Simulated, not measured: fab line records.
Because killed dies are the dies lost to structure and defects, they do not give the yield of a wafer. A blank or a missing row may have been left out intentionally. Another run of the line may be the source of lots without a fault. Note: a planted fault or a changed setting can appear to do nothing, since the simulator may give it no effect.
A struck lot beside a sound one	flow nand harc	15 steps out of a route of 1302
Sound: wafers L452.2, L452.3, L452.5. Struck: wafers L444.3, L444.6 (left out: L444.4, a lot-mate that was not struck); the cause follows at the end.
At each step with rows: each side's tool, then ch and its chambers, then its first start. Under that, the readings that differ: sound wafers	struck wafers	difference of the means	sigmas: that difference in standard deviations of wafers without a fault.
alike: same words and numbers on both sides, and readings whose means sit less than 2 such deviations apart. not compared: any withheld reading, any reading some wafer has no value for, any bound like >300 that may hide the same value, and any number with overlapping values for which the record gives no deviation.
Wherever a step has rows on one side only, a row that says differs or no value, or a row with sigmas, the two part there. When numbers do not overlap yet have no deviation, they are printed without sigmas and do not part them. A reading missing from all wafers of one side parts the sides only when that side holds two or more wafers.

first, 6 steps without rows for these wafers: NHARC_P_CONTACT_COAT_06 (resist thk 90 nm); NHARC_P_CONTACT_SOFTBAKE_07 (time 55 s); NHARC_P_CONTACT_EBR_08; NHARC_P_CONTACT_EXPOSE_09 (exposes mask P CA, target cd 90 nm); NHARC_P_CONTACT_PEB_10 (peb time 65 s); NHARC_P_CONTACT_DEVELOP_11 (develop time 35 s).
NHARC_P_CONTACT_CD_MEAS_12: the cd target is 90 nm.
  sound on cd sem-03 ch 0, day 13 23:40; struck on cd sem-01 ch 0, day 10 12:25
reading	sound	struck	difference	sigmas
cd nm (nm)	89.4 89.3 89.3	90.6 90.7	+1.3	+3
NHARC_P_CONTACT_OVL_MEAS_13:
  sound: overlay-01 at day 13 23:45; struck: overlay-01 at day 10 12:30
  alike: overlay x nm, overlay y nm
NHARC_P_CONTACT_INSPECT_14:
  sound: defect inspect-01 at day 13 23:47; struck: defect inspect-01 at day 10 12:32
  alike: raw defect count
NHARC_P_CONTACT_DESCUM_17: chemistry O2, time 3 s.
  sound on rie diel-10 ch 1,2,3, day 13 23:52; struck on rie diel-10 ch 3, day 10 12:37
  alike: drypump motor current A, oes product au, rf vpp V, showerhead plenum p Torr, throttle valve pct
  not compared: rf hours counter h
NHARC_P_CONTACT_ETCH_35: etches the open film in CF4, target depth 39 nm, time 65 s.
  sound on rie diel-10 ch 0,1,3, day 13 23:57; struck on rie diel-10 ch 2, day 10 12:43
reading	sound	struck	difference	sigmas
rf fwd power W (W)	297.1 298.2 298.5	295.0 295.2	-2.8	-3
  alike: drypump motor current A, oes product au, rf vpp V, showerhead plenum p Torr, throttle valve pct
  not compared: rf hours counter h
NHARC_P_CONTACT_ETCH_36: etches the open film in N2/H2, target depth 260 nm, time 406.25 s.
  sound on rie diel-10 ch 0,3; struck on rie diel-10 ch 1
  alike: drypump motor current A, oes product au, rf fwd power W, rf vpp V, showerhead plenum p Torr, throttle valve pct
  not compared: rf hours counter h
NHARC_P_CONTACT_ETCH_18: etches the open film in C4F8/O2/Ar, target depth 481 nm, time 240.5 s.
  sound on rie diel-10 ch 0,1,2, day 14 00:22; struck on rie diel-10 ch 0, day 10 13:07
reading	sound	struck	difference	sigmas
oes product au (a.u.)	0.962 0.987 0.960	0.864 0.861	-0.107	-7
  alike: rf fwd power W, rf vpp V
  not compared: rf hours counter h
then, 1 step without rows for these wafers: NHARC_P_CONTACT_STRIP_37 (strips in C4F8/O2/Ar).
-- record jumps: 19 days between struck wafers' starts before vs after; left off in module P_CONTACT, resumes in module END, first step shown is number 1302 of the route --
NHARC_END_SORT_01:
  the record has rows for the struck wafers here (prober-01 ch 0, day 29 21:07) and none for the sound ones

== WHERE THEY PART ==
Last at NHARC_END_SORT_01 as far as this record goes, first at NHARC_P_CONTACT_CD_MEAS_12.

WHY: what had been put in by the simulator
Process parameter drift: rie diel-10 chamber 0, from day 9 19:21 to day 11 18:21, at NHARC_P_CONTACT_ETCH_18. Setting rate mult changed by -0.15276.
